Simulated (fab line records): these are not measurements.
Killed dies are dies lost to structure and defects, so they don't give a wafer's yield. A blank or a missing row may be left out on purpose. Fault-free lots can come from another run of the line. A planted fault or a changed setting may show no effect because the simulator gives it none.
Matching of chambers -- flow n5_finfet -- rie_diel-02 running N5_HKMG_FIN_ETCH_86: 4 sister chambers
The step etches SOC in N2/H2, stops on TiN, target depth 393.2 nm. 4 wafers are shown with their chamber, then 7 later ones without.

EACH WAFER AND ITS CHAMBER
wafer,chamber,showerhead_plenum_p_Torr (Torr)
L083.2,2,2.50
L085.6,3,2.50
L090.4,1,2.47
L090.5,0,2.47

WAFERS WITH NO CHAMBER GIVEN
wafer,showerhead_plenum_p_Torr (Torr)
L090.6,2.47
L094.2,2.46
L094.3,2.49
L094.4,2.47
L097.2,2.46
L097.4,2.49
L097.5,2.47

WHICH CHAMBER EACH ONE RAN IN
wafer,from the rows above,in truth
L090.6,can't be placed: 0 or 1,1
L094.2,can't be placed: 0 or 1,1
L094.3,can't be placed: 2 or 3 or 0 or 1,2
L094.4,can't be placed: 0 or 1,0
L097.2,can't be placed: 0 or 1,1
L097.4,can't be placed: 2 or 3 or 0 or 1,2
L097.5,can't be placed: 0 or 1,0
0 of 7 placed correctly. These rows do not allow placing 7 (true chamber among the candidates in 7). Placed wrongly: 0.
How it was worked out, from the rows above alone: a wafer's distance from a chamber is the root of the sum, over the readings, of the square of ((its reading less the chamber's mean) divided by the reading's scatter). If the next closest chamber is less than 2 further off than the closest, the wafer can't be placed; otherwise it belongs to the closest. Each chamber's mean is taken over the wafers shown for it. The scatter: with one shown wafer a chamber, the root of the mean of the squares of how far each hidden wafer lies from its nearest shown one.
